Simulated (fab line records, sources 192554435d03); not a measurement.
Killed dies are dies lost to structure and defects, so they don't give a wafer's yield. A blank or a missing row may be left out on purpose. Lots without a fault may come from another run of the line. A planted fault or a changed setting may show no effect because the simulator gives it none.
fab line records | flow n5_finfet
record lots=10 wafers=30 last_day=18
route steps=1938 shown BEOL_M6@1239 BEOL_M7@1264 PASSIVATION@1936
lots that met no fault: from a run of the same line without faults
start_h: hours from the record's first day to the start of the lot's first wafer shown | wait_h: hours since the lot's step before | " the same as in the row above | L1.1+2: a row that stands for several wafers | - no value, or no start given | * or withheld: withheld | < > ~ a bound
route shown NAME@n: a module of which the file shows steps, and the number in the route of the first | usual: mean/standard deviation of fault-free wafers | same: alike in all rows | chamber/n: place in a boat | sites: the reading at each site | _std_site: their standard deviation | _edge_site: outer sites' mean less inner sites' | radius_mm: how far each site lies from the wafer's centre | mask NAME#n: copy n | behind: the tool/chamber that last shaped the wafer | hold: why the lot was held/for how many hours/how that ended | device: the transistor (n, p or np) that didn't switch | end of line: the same wafers' tests at the end of the route | a step without rows: its recipe alone | killed: dies lost to structure and defects at the first sort, not the wafer's yield | map: a wafer's dies, x killed, . not, _ none there
set.NAME: the setting as run; set.NAME@STEP: as run at that earlier step | model.NAME: the simulator's own value behind a step, which no gauge read
steps of the route over a sample of lots; a table a step, a row a wafer
services: from which hour (start_h, from the record's first day; less than 0 if before it) a tool's chamber was out of use, for how many hours, and why
## steps
# step N5_BEOL_M6_TRENCH_ETCH_37
# recipe chemistry=C4F6/O2 target_depth_a=944.35 target=SiCOH_lowk time_s=31.5 ion_energy_ev=250 pressure_mtorr=30 source_w=345 bias_w=185 Ar_flow_sccm=300 C4F6_flow_sccm=10 O2_flow_sccm=10
# usual C4F6_flow_sccm=10.000/0.028 chamber_pressure_mTorr=29.999/0.028 drypump_motor_current_A=5.8/0.57 mfc_ar_sccm=300.1/0.87 oes_o_777_au=0.74/0.069 oes_product_au=0.75/0.073 rf_vpp_V=672/12 showerhead_plenum_p_Torr=2.83/0.096 throttle_valve_pct=21.01/0.28
# columns lot.wafer tool chamber start_h wait_h C4F6_flow_sccm chamber_pressure_mTorr drypump_motor_current_A mfc_ar_sccm oes_o_777_au oes_product_au rf_hours_counter_h rf_vpp_V showerhead_plenum_p_Torr throttle_valve_pct
L370.2 rie_diel-06 0 - - 10.008 29.953 5.8 300.6 0.69 0.68 227 645 2.68 21.13
L370.4 " 1 " " 10.012 29.990 5.4 299.2 0.69 0.70 201 688 2.71 21.36
L370.6 " 3 " " 9.949 30.014 5.0 300.4 0.72 0.71 - 668 2.72 20.53
L373.2 rie_diel-06 3 - - 10.009 30.032 5.0 301.1 0.70 0.71 196 668 2.72 20.54
L373.4 " 2 " " 9.983 30.027 4.9 299.9 0.63 0.66 229 677 2.94 21.47
L373.6 " 2 " " 10.029 30.040 4.9 299.3 0.63 0.66 - 678 2.94 21.48
L375.1 rie_diel-05 1 - - 10.015 29.972 6.7 300.1 0.75 0.74 142 679 2.87 20.71
L375.4 " 0 " " 9.954 29.954 6.4 300.4 0.81 0.80 124 681 2.88 21.04
L375.5 " 2 " " 10.017 30.069 6.2 299.9 0.69 0.69 - 661 2.84 21.38
L377.2 rie_diel-06 1 - - 9.981 29.979 5.5 300.3 0.68 0.69 221 688 2.70 21.38
L377.4 " 0 " " 10.043 29.983 5.8 299.8 0.68 0.67 246 646 2.68 21.15
L377.5 " 0 " " 10.042 29.956 5.7 301.0 0.68 0.67 - 645 2.68 21.15
L386.1 rie_diel-05 2 - - 9.978 30.001 6.2 298.6 0.68 0.68 240 663 2.83 21.41
L386.4 " 1 " " 9.970 29.996 6.7 301.0 0.73 0.72 159 678 2.87 20.73
L386.6 " 0 " " 10.029 29.971 6.4 300.9 0.79 0.78 - 680 2.87 21.07
L382.1 rie_diel-06 3 - - 9.973 29.987 5.0 300.3 0.69 0.68 224 669 2.71 20.57
L382.3 " 0 " " 9.986 30.022 5.8 298.8 0.92 0.94 7 655 3.01 20.87
L382.5 " 1 " " 9.981 29.984 5.5 301.8 0.67 0.67 - 688 2.70 21.42
L388.2 rie_diel-05 2 - - 10.056 29.971 6.3 299.7 0.67 0.68 246 663 2.83 21.42
L388.4 " 1 " " 10.008 30.006 6.7 301.3 0.72 0.72 165 679 2.86 20.75
L388.6 " 0 " " 9.997 29.969 6.4 299.1 0.79 0.78 - 680 2.87 21.08
L384.3 rie_diel-06 2 - - 9.992 30.049 4.9 299.1 0.91 0.95 0 679 2.93 21.05
L384.5 " 2 " " 9.971 29.944 4.9 298.6 0.90 0.96 - 676 2.93 21.02
L384.6 " 1 " " 9.988 29.966 5.5 299.3 0.66 0.67 - 686 2.69 21.41
L387.1 rie_diel-06 0 - - 10.022 29.998 5.8 300.0 0.90 0.91 13 656 3.01 20.87
L387.3 " 2 " " 9.990 29.982 4.9 297.9 0.89 0.96 2 678 2.93 21.05
L387.4 " 1 " " 10.032 30.003 5.5 298.9 0.65 0.67 243 687 2.69 21.43
L389.1 rie_diel-05 3 - - 10.004 30.013 5.5 300.5 0.78 0.78 103 675 2.77 20.93
L389.5 " 0 " " 9.984 29.984 6.5 298.8 0.78 0.78 - 679 2.86 21.09
L389.6 " 1 " " 9.976 30.030 6.7 301.1 0.72 0.72 - 677 2.86 20.73
# step N5_BEOL_M6_DEGAS_44
# recipe ambient=vacuum temp_c=250 time_s=60
# usual heater_power_w=338/32
# columns lot.wafer tool chamber start_h wait_h heater_power_w
L370.2 pvd_sputter-02 - 215.75 0.4 330
L370.4 " - " " 369
L370.6 " - " " 357
L373.2 pvd_sputter-03 - 239.03 0.2 342
L373.4 " - " " 353
L373.6 " - " " 335
L375.1 pvd_sputter-02 - 260.51 0.4 337
L375.4 " - " " 333
L375.5 " - " " 340
L377.2 pvd_sputter-02 - 275.00 0.8 346
L377.4 " - " " 372
L377.5 " - " " 333
L386.1 pvd_sputter-01 - 316.88 0.3 300
L386.4 " - " " 393
L386.6 " - " " 399
L382.1 pvd_sputter-01 - 320.33 0.6 298
L382.3 " - " " 290
L382.5 " - " " 393
L388.2 pvd_sputter-03 - 334.53 0.3 296
L388.4 " - " " 341
L388.6 " - " " 329
L384.3 pvd_sputter-02 - 336.56 0.7 353
L384.5 " - " " 340
L384.6 " - " " 336
L387.1 pvd_sputter-01 - 340.35 0.3 295
L387.3 " - " " 288
L387.4 " - " " 293
L389.1 pvd_sputter-01 - 347.53 0.7 301
L389.5 " - " " 285
L389.6 " - " " 395
# step N5_BEOL_M6_INSPECT_58
# recipe inspect_instrument=darkfield mode=post_dep
# usual raw_defect_count=67/20
# columns lot.wafer tool chamber start_h wait_h raw_defect_count
L370.2 defect_inspect-02 - 217.51 0.0 49
L370.4 " - " " 40
L370.6 " - " " 66
L373.2 defect_inspect-01 - 242.60 0.0 67
L373.4 " - " " 60
L373.6 " - " " 54
L375.1 defect_inspect-01 - 262.10 0.0 74
L375.4 " - " " 80
L375.5 " - " " 87
L377.2 defect_inspect-01 - 276.88 0.0 66
L377.4 " - " " 78
L377.5 " - " " 95
L386.1 defect_inspect-02 - 319.10 0.0 68
L386.4 " - " " 61
L386.6 " - " " 74
L382.1 defect_inspect-01 - 323.72 0.0 82
L382.3 " - " " 64
L382.5 " - " " 43
L388.2 defect_inspect-01 - 336.43 0.0 48
L388.4 " - " " 49
L388.6 " - " " 60
L384.3 defect_inspect-02 - 338.33 0.0 68
L384.5 " - " " 63
L384.6 " - " " 57
L387.1 defect_inspect-02 - 342.10 0.0 63
L387.3 " - " " 75
L387.4 " - " " 100
L389.1 defect_inspect-02 - 349.37 0.0 77
L389.5 " - " " 69
L389.6 " - " " 52
# step N5_BEOL_M7_CURE_74
# recipe temp_c=385 time_s=240 ambient=He/Ar material=SiCOH_lowk
# usual lamp_power_pct=52.31/0.056 run_length_s=286.4/1.4 wafer_temp_C_max=387.0/0.78
# columns lot.wafer tool chamber start_h wait_h lamp_power_pct run_length_s wafer_temp_C_max
L370.2 uv_cure-01 2 217.69 0.1 52.29 286.2 387.6
L370.4 " 2 " " 52.42 286.1 388.4
L370.6 " 2 " " 52.38 286.7 388.0
L373.2 uv_cure-01 2 242.95 0.3 52.27 285.9 387.6
L373.4 " 2 " " 52.34 285.8 388.5
L373.6 " 2 " " 52.41 286.2 387.5
L375.1 uv_cure-01 0 262.20 0.0 52.31 285.7 387.8
L375.4 " 0 " " 52.37 285.8 387.3
L375.5 " 0 " " 52.28 285.4 386.9
L377.2 uv_cure-03 0 277.06 0.1 52.35 286.9 386.9
L377.4 " 0 " " 52.46 286.8 386.8
L377.5 " 0 " " 52.36 287.1 386.8
L386.1 uv_cure-02 2 319.20 0.0 52.25 284.7 386.7
L386.4 " 2 " " 52.35 285.4 386.7
L386.6 " 2 " " 52.30 285.5 386.9
L382.1 uv_cure-03 1 323.82 0.0 - - -
L382.3 " 1 " " - - -
L382.5 " 1 " " - - -
L388.2 uv_cure-01 0 336.61 0.1 52.22 285.7 386.7
L388.4 " 0 " " 52.27 286.1 387.2
L388.6 " 0 " " 52.34 285.6 386.4
L384.3 uv_cure-03 2 338.59 0.2 - - -
L384.5 " 2 " " - - -
L384.6 " 2 " " - - -
L387.1 uv_cure-01 0 342.20 0.0 52.28 285.6 386.7
L387.3 " 0 " " 52.37 285.8 386.5
L387.4 " 0 " " 52.35 286.0 387.4
L389.1 uv_cure-03 0 349.50 0.1 52.29 287.0 386.3
L389.5 " 0 " " 52.32 287.5 385.8
L389.6 " 0 " " 52.31 286.6 386.6
# step N5_BEOL_M7_THK_MEAS_01
# recipe reads=SiCOH_lowk_of_BEOL_M7_ILD_DEP_00
# usual M7_ILD_THK=154.7/2.4
# columns lot.wafer tool chamber start_h wait_h M7_ILD_THK[nm]
L370.2 film_metro-02 - 218.12 0.4 151.4
L370.4 " - " " 156.0
L370.6 " - " " 155.8
L373.2 film_metro-01 - 243.39 0.4 157.1
L373.4 " - " " 157.8
L373.6 " - " " 157.7
L375.1 film_metro-01 - 262.71 0.4 149.8
L375.4 " - " " 153.2
L375.5 " - " " 153.4
L377.2 film_metro-01 - 277.50 0.4 153.7
L377.4 " - " " 156.6
L377.5 " - " " 156.0
L386.1 film_metro-01 - 319.71 0.4 154.0
L386.4 " - " " 158.0
L386.6 " - " " 157.6
L382.1 film_metro-02 - 324.33 0.4 178.2
L382.3 " - " " 177.1
L382.5 " - " " 178.6
L388.2 film_metro-02 - 337.05 0.4 153.6
L388.4 " - " " 158.5
L388.6 " - " " 158.8
L384.3 film_metro-01 - 338.94 0.3 181.5
L384.5 " - " " 183.4
L384.6 " - " " 185.2
L387.1 film_metro-02 - 342.71 0.4 156.0
L387.3 " - " " 155.5
L387.4 " - " " 156.1
L389.1 film_metro-02 - 350.01 0.4 150.2
L389.5 " - " " 152.2
L389.6 " - " " 151.7
# step N5_PASSIVATION_PROBE_49
# usual defect_limited_yield=91.4/1.5 killed_at_M0_to_M3=33/11 killed_at_M4_up=14/5.3 killed_at_contacts=13/6.2 killed_at_front_end=39/13 killed_at_other=3.1/2.8 killed_dies=102/17 killed_open=68/13 killed_short=32/7.8 sort_bin_4_leakage=0.00/0.007 sort_bin_5_function=5.1/0.95 sort_bin_6_memory=3.2/0.7 sort_n_pass=1078/18 sort_yield_pct=91.3/1.5
# same gross_dies=1180 killed_at_back_side=0 sort_bin_8_speed[%]=0
# columns lot.wafer tool chamber start_h wait_h defect_limited_yield[%] killed_at_M0_to_M3 killed_at_M4_up killed_at_contacts killed_at_front_end killed_at_other killed_dies killed_open killed_short sort_bin_4_leakage[%] sort_bin_5_function[%] sort_bin_6_memory[%] sort_n_pass sort_yield_pct[%]
L370.2 prober-01 - 300.93 0.1 91.9 28 13 14 38 3 96 61 34 0 4.1 3.6 1084 91.9
L370.4 prober-01 - 301.03 0.2 92.4 32 10 6 40 2 90 53 37 0 4.7 2.5 1090 92.4
L370.6 prober-01 - 301.13 0.3 90.7 35 7 15 46 7 110 76 34 0 5.6 3.5 1070 90.7
L373.2 prober-01 - 319.40 0.1 92.8 20 14 7 43 1 85 58 27 0 3.6 3.6 1095 92.8
L373.4 prober-01 - 319.50 0.2 91.8 29 11 17 39 1 97 69 28 0 5.2 2.6 1083 91.8
L373.6 prober-01 - 319.60 0.3 92.5 34 16 9 28 1 88 55 33 0 3.9 3.2 1092 92.5
L375.1 prober-02 - 342.88 0.0 91.4 51 9 5 34 2 101 65 36 0 5.0 3.4 1079 91.4
L375.4 prober-02 - 343.03 0.2 91.2 39 17 6 39 3 104 67 32 0.08 4.7 3.5 1075 91.1
L375.5 prober-02 - 343.08 0.2 91.7 45 8 11 31 3 98 71 26 0 4.8 3.5 1082 91.7
L377.2 prober-02 - 359.19 0.1 90.8 30 12 19 41 7 109 74 34 0 5.1 4.0 1071 90.8
L377.4 prober-02 - 359.29 0.2 91.6 16 13 18 49 3 99 65 31 0 5.7 2.2 1081 91.6
L377.5 prober-02 - 359.34 0.2 92.5 17 13 23 36 0 89 67 21 0 4.4 3.0 1091 92.5
L386.1 prober-01 - 404.50 0.0 92.5 44 9 9 26 1 89 65 24 0 4.4 3.0 1091 92.5
L386.4 prober-01 - 404.65 0.2 90.3 36 20 19 37 3 115 73 42 0 5.9 3.5 1065 90.3
L386.6 prober-01 - 404.75 0.3 95.0 20 10 12 16 1 59 35 24 0 2.6 2.3 1121 95.0
L382.1 prober-01 - 409.83 0.0 91.4 26 17 19 34 5 101 70 31 0 5.1 3.4 1079 91.4
L382.3 prober-01 - 409.93 0.1 92.4 40 8 23 17 2 90 67 23 0 4.6 2.9 1090 92.4
L382.5 prober-01 - 410.03 0.2 92.1 33 16 16 25 3 93 58 35 0 3.9 3.4 1087 92.1
L388.2 prober-02 - 419.96 0.1 92.1 34 7 11 41 0 93 66 27 0 4.7 3.1 1087 92.1
L388.4 prober-02 - 420.06 0.2 91.8 37 18 10 32 0 97 70 25 0 4.6 3.3 1083 91.8
L388.6 prober-02 - 420.16 0.3 92.5 37 12 9 29 2 89 62 26 0 4.6 2.9 1091 92.5
L384.3 prober-02 - 425.66 0.1 92.5 38 14 8 26 2 88 53 33 0 5.3 1.9 1092 92.5
L384.5 prober-02 - 425.76 0.2 89.2 56 11 15 37 9 128 80 47 0 5.8 4.4 1052 89.2
L384.6 prober-02 - 425.81 0.3 92.1 38 11 11 31 2 93 52 35 0 4.7 2.9 1087 92.1
L387.1 prober-01 - 427.37 0.0 92.3 19 20 11 34 7 91 64 26 0 4.7 2.8 1089 92.3
L387.3 prober-01 - 427.47 0.1 94.6 21 12 7 20 4 64 40 24 0 3.6 1.4 1116 94.6
L387.4 prober-01 - 427.52 0.2 92.5 19 17 10 39 3 88 56 32 0 3.6 3.1 1092 92.5
L389.1 prober-02 - 434.71 0.1 91.3 27 10 23 39 4 103 74 29 0 4.7 3.8 1077 91.3
L389.5 prober-02 - 434.91 0.3 92.9 16 26 9 33 0 84 60 23 0 4.0 2.7 1096 92.9
L389.6 prober-02 - 434.96 0.4 89.2 16 22 30 55 4 127 93 32 0 7.2 3.1 1053 89.2
# killed by level:class
L370.2 DUMMY_GATE:geometric_particle:open=9 MOL_CONTACT_COAG:geometric_particle:open=9 BEOL_M0_SAQP:geometric_particle:short=9 BEOL_M0_SAQP:geometric_particle:open=8 FIN_SAQP:geometric_particle:open=5 FIN_SAQP:geometric_particle:short=5 STI_FIN_REVEAL:geometric_particle:open=5 MOL_CONTACT_COAG:geometric_particle:short=5
L370.4 BEOL_M2:geometric_particle:open=12 FIN_SAQP:geometric_particle:short=10 FIN_SAQP:geometric_particle:open=9 BEOL_M0_SAQP:geometric_particle:short=7 BEOL_M0_SAQP:geometric_particle:open=7 STI_FIN_REVEAL:geometric_particle:open=6 BEOL_M5:geometric_particle:open=4 STI_FIN_REVEAL:geometric_particle:short=3
L370.6 STI_FIN_REVEAL:geometric_particle:open=13 MOL_CONTACT_COAG:geometric_particle:open=12 BEOL_M0_SAQP:geometric_particle:open=9 BEOL_M0_SAQP:geometric_particle:short=8 STI_FIN_REVEAL:geometric_particle:short=7 BEOL_M2:geometric_particle:open=5 FIN_SAQP:geometric_particle:open=4 FIN_CUT:geometric_particle:open=4
L373.2 FIN_SAQP:geometric_particle:open=12 FIN_SAQP:geometric_particle:short=10 BEOL_M4:geometric_particle:open=9 STI_FIN_REVEAL:geometric_particle:open=6 BEOL_M1:geometric_particle:open=6 MOL_CONTACT_COAG:geometric_particle:open=5 STARTING-WAFER:geometric_particle:open=5 BEOL_M0_SAQP:geometric_particle:short=4
L373.4 FIN_SAQP:geometric_particle:open=15 MOL_CONTACT_COAG:geometric_particle:open=14 STI_FIN_REVEAL:geometric_particle:open=8 BEOL_M4:geometric_particle:open=8 FIN_SAQP:geometric_particle:short=6 BEOL_M0_SAQP:geometric_particle:open=6 BEOL_M0_SAQP:geometric_particle:short=6 BEOL_M1:geometric_particle:open=6
L373.6 BEOL_M0_SAQP:geometric_particle:short=14 BEOL_M0_SAQP:geometric_particle:open=10 STI_FIN_REVEAL:geometric_particle:open=8 MOL_CONTACT_COAG:geometric_particle:open=7 FIN_SAQP:geometric_particle:open=4 BEOL_M1:geometric_particle:open=4 BEOL_M2:geometric_particle:open=4 FIN_SAQP:geometric_particle:short=3
L375.1 BEOL_M3:geometric_particle:open=14 BEOL_M2:geometric_particle:open=11 BEOL_M0_SAQP:geometric_particle:open=8 FIN_SAQP:geometric_particle:open=6 BEOL_M2:geometric_particle:short=6 BEOL_M0_SAQP:geometric_particle:short=5 FIN_SAQP:geometric_particle:short=4 BEOL_M0:geometric_particle:open=4
L375.4 BEOL_M2:geometric_particle:open=20 FIN_SAQP:geometric_particle:short=9 FIN_SAQP:geometric_particle:open=7 BEOL_M3:geometric_particle:open=7 MOL_CONTACT_COAG:geometric_particle:open=6 STI_FIN_REVEAL:geometric_particle:open=5 BEOL_M4:geometric_particle:open=5 GATE_CUT:geometric_particle:open=4
L375.5 BEOL_M2:geometric_particle:open=17 MOL_CONTACT_COAG:geometric_particle:open=11 STI_FIN_REVEAL:geometric_particle:open=9 BEOL_M3:geometric_particle:open=9 BEOL_M0_SAQP:geometric_particle:open=7 FIN_SAQP:geometric_particle:short=6 BEOL_M0_SAQP:geometric_particle:short=5 STI_FIN_REVEAL:geometric_particle:short=3
L377.2 MOL_CONTACT_COAG:geometric_particle:open=14 BEOL_M2:geometric_particle:open=9 STI_FIN_REVEAL:geometric_particle:open=8 BEOL_M0_SAQP:geometric_particle:short=6 BEOL_M0:geometric_particle:open=6 FIN_SAQP:geometric_particle:short=5 MOL_CONTACT_COAG:geometric_particle:short=5 BEOL_M4:geometric_particle:open=5
L377.4 MOL_CONTACT_COAG:geometric_particle:open=16 STI_FIN_REVEAL:geometric_particle:open=12 FIN_SAQP:geometric_particle:short=9 BEOL_M3:geometric_particle:open=5 DUMMY_GATE:geometric_particle:open=4 BEOL_M4:geometric_particle:open=4 FIN_SAQP:geometric_particle:open=3 FIN_CUT:geometric_particle:open=3
L377.5 MOL_CONTACT_COAG:geometric_particle:open=18 FIN_SAQP:geometric_particle:open=9 BEOL_M3:geometric_particle:open=7 STI_FIN_REVEAL:geometric_particle:open=6 MOL_CONTACT_COAG:geometric_particle:short=5 DUMMY_GATE:geometric_particle:open=4 BEOL_M2:geometric_particle:open=4 GATE_CUT:geometric_particle:open=3
L386.1 BEOL_M0_SAQP:geometric_particle:open=19 BEOL_M0_SAQP:geometric_particle:short=11 MOL_CONTACT_COAG:geometric_particle:open=8 FIN_SAQP:geometric_particle:open=5 DUMMY_GATE:geometric_particle:open=4 BEOL_M2:geometric_particle:open=4 BEOL_M3:geometric_particle:open=4 STARTING-WAFER:geometric_particle:open=4
L386.4 BEOL_M0_SAQP:geometric_particle:short=16 MOL_CONTACT_COAG:geometric_particle:open=15 BEOL_M0_SAQP:geometric_particle:open=13 BEOL_M4:geometric_particle:open=9 FIN_SAQP:geometric_particle:short=7 STI_FIN_REVEAL:geometric_particle:open=7 FIN_SAQP:geometric_particle:open=6 STARTING-WAFER:geometric_particle:open=5
L386.6 MOL_CONTACT_COAG:geometric_particle:open=10 BEOL_M0_SAQP:geometric_particle:open=8 BEOL_M0_SAQP:geometric_particle:short=7 BEOL_M2:geometric_particle:short=4 BEOL_M6:geometric_particle:open=4 FIN_SAQP:geometric_particle:short=3 FIN_SAQP:geometric_particle:open=3 STARTING-WAFER:geometric_particle:short=3
L382.1 MOL_CONTACT_COAG:geometric_particle:open=18 BEOL_M4:geometric_particle:open=10 STI_FIN_REVEAL:geometric_particle:open=8 BEOL_M2:geometric_particle:open=7 BEOL_M0_SAQP:geometric_particle:short=6 FIN_SAQP:geometric_particle:open=5 FIN_SAQP:geometric_particle:short=5 DUMMY_GATE:geometric_particle:open=5
L382.3 MOL_CONTACT_COAG:geometric_particle:open=19 BEOL_M1:geometric_particle:open=10 BEOL_M0_SAQP:geometric_particle:open=9 BEOL_M2:geometric_particle:open=6 BEOL_M3:geometric_particle:open=5 MOL_CONTACT_COAG:geometric_particle:short=4 BEOL_M3:geometric_particle:short=4 FIN_SAQP:geometric_particle:short=3
L382.5 MOL_CONTACT_COAG:geometric_particle:open=12 BEOL_M0_SAQP:geometric_particle:short=11 STI_FIN_REVEAL:geometric_particle:open=6 BEOL_M8:geometric_particle:open=6 BEOL_M0_SAQP:geometric_particle:open=5 BEOL_M3:geometric_particle:open=5 FIN_SAQP:geometric_particle:open=4 MOL_CONTACT_COAG:geometric_particle:short=4
L388.2 FIN_SAQP:geometric_particle:open=21 BEOL_M3:geometric_particle:open=13 MOL_CONTACT_COAG:geometric_particle:open=8 FIN_SAQP:geometric_particle:short=7 BEOL_M0_SAQP:geometric_particle:open=5 BEOL_M0_SAQP:geometric_particle:short=5 BEOL_M1:geometric_particle:open=5 DUMMY_GATE:geometric_particle:open=4
L388.4 MOL_CONTACT_COAG:geometric_particle:open=10 BEOL_M0_SAQP:geometric_particle:open=10 BEOL_M1:geometric_particle:open=8 STARTING-WAFER:geometric_particle:open=8 BEOL_M0_SAQP:geometric_particle:short=6 BEOL_M4:geometric_particle:open=6 STI_FIN_REVEAL:geometric_particle:open=5 BEOL_M3:geometric_particle:open=5
L388.6 BEOL_M1:geometric_particle:open=9 BEOL_M3:geometric_particle:open=9 MOL_CONTACT_COAG:geometric_particle:open=8 BEOL_M5:geometric_particle:open=7 BEOL_M0_SAQP:geometric_particle:open=6 BEOL_M0_SAQP:geometric_particle:short=6 FIN_SAQP:geometric_particle:open=5 DUMMY_GATE:geometric_particle:short=4
L384.3 BEOL_M0_SAQP:geometric_particle:open=15 BEOL_M4:geometric_particle:open=10 BEOL_M0_SAQP:geometric_particle:short=8 MOL_CONTACT_COAG:geometric_particle:open=5 FIN_SAQP:geometric_particle:short=4 BEOL_M2:geometric_particle:short=4 FIN_SAQP:geometric_particle:open=3 DUMMY_GATE:geometric_particle:short=3
L384.5 BEOL_M0_SAQP:geometric_particle:short=18 BEOL_M0_SAQP:geometric_particle:open=17 MOL_CONTACT_COAG:geometric_particle:open=13 BEOL_M4:geometric_particle:open=7 PASS1_DEP:geometric_particle:short=7 GATE_CUT:geometric_particle:open=6 BEOL_M2:geometric_particle:open=6 BEOL_M3:geometric_particle:short=6
L384.6 BEOL_M0_SAQP:geometric_particle:open=11 MOL_CONTACT_COAG:geometric_particle:open=11 BEOL_M0_SAQP:geometric_particle:short=9 BEOL_M4:geometric_particle:open=7 STARTING-WAFER:geometric_particle:short=6 BEOL_M3:geometric_particle:short=5 FIN_SAQP:geometric_particle:short=4 STI_FIN_REVEAL:geometric_particle:open=4
L387.1 MOL_CONTACT_COAG:geometric_particle:open=10 BEOL_M4:geometric_particle:open=10 GATE_CUT:geometric_particle:short=8 FIN_SAQP:geometric_particle:open=7 BEOL_M0_SAQP:geometric_particle:open=6 FIN_SAQP:geometric_particle:short=4 GATE_CUT:geometric_particle:open=4 BEOL_M0_SAQP:geometric_particle:short=4
L387.3 BEOL_M2:geometric_particle:open=7 MOL_CONTACT_COAG:geometric_particle:open=6 GATE_CUT:geometric_particle:open=5 BEOL_M4:geometric_particle:open=5 GATE_CUT:geometric_particle:short=4 FIN_SAQP:geometric_particle:short=3 FIN_SAQP:geometric_particle:open=3 STI_FIN_REVEAL:geometric_particle:short=3
L387.4 BEOL_M4:geometric_particle:open=9 FIN_SAQP:geometric_particle:short=8 FIN_SAQP:geometric_particle:open=7 MOL_CONTACT_COAG:geometric_particle:open=6 BEOL_M2:geometric_particle:open=6 STI_FIN_REVEAL:geometric_particle:open=5 GATE_CUT:geometric_particle:open=5 BEOL_M0_SAQP:geometric_particle:short=5
L389.1 MOL_CONTACT_COAG:geometric_particle:open=19 BEOL_M1:geometric_particle:open=12 FIN_SAQP:geometric_particle:open=6 GATE_CUT:geometric_particle:short=6 STI_FIN_REVEAL:geometric_particle:open=5 ILD0:geometric_particle:open=5 GATE_CUT:geometric_particle:open=4 MOL_CONTACT_COAG:geometric_particle:short=4
L389.5 BEOL_M5:geometric_particle:open=11 STI_FIN_REVEAL:geometric_particle:open=9 FIN_SAQP:geometric_particle:open=6 MOL_CONTACT_COAG:geometric_particle:open=6 BEOL_M4:geometric_particle:open=5 BEOL_M2:geometric_particle:open=4 ILD0:geometric_particle:open=4 GATE_CUT:geometric_particle:open=4
L389.6 MOL_CONTACT_COAG:geometric_particle:open=22 STI_FIN_REVEAL:geometric_particle:open=19 FIN_SAQP:geometric_particle:open=9 MOL_CONTACT_COAG:geometric_particle:short=8 BEOL_M1:geometric_particle:open=8 BEOL_M5:geometric_particle:open=7 BEOL_M4:geometric_particle:open=6 STI_FIN_REVEAL:geometric_particle:short=5
## services
# columns tool chamber start_h hours kind
pvd_sputter-02 - 197.53 7.5 repair
uv_cure-01 - 211.12 6.1 repair
uv_cure-02 - 225.19 7.1 pm
rie_diel-06 - 227.77 0.4 repair
rie_diel-05 3 229.94 6.9 repair
rie_diel-05 2 235.44 7.4 repair
uv_cure-03 - 259.13 9.8 repair
rie_diel-05 - 260.09 1.4 repair
rie_diel-06 0 287.51 - clean
rie_diel-06 0 287.51 - consumable_replace:focus_ring
rie_diel-06 0 287.51 - consumable_replace:showerhead
rie_diel-06 0 287.51 16.2 scheduled_down
rie_diel-06 0 287.51 16.2 vent_cycle
uv_cure-01 - 296.42 5.3 repair
rie_diel-06 2 303.85 - clean
rie_diel-06 2 303.85 - consumable_replace:focus_ring
rie_diel-06 2 303.85 30.6 scheduled_down
rie_diel-06 2 303.85 30.6 vent_cycle
rie_diel-06 1 306.01 2.9 repair
uv_cure-02 - 307.08 2.8 pm
uv_cure-01 - 338.91 1.0 pm
rie_diel-05 2 344.72 - clean
rie_diel-05 2 344.72 - consumable_replace:focus_ring
rie_diel-05 2 344.72 15.0 scheduled_down
## key
first_sign step=N5_BEOL_M7_CURE_74 reading=tool_record direction=missing
effect step=N5_BEOL_M7_THK_MEAS_01 reading=M7_ILD_THK direction=up sigmas=11 usual=154.7 struck=180.7
met_at N5_BEOL_M7_CURE_74
struck_lots L382,L384
not_acting_at N5_BEOL_M6_TRENCH_ETCH_37,N5_BEOL_M6_DEGAS_44,N5_BEOL_M6_INSPECT_58
onset_between 277.06 323.82
fault kind=skipped_step_whole tool=uv_cure-03 chamber=- onset_h=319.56 steps=N5_BEOL_M7_CURE_74 scope=struck_lots_only
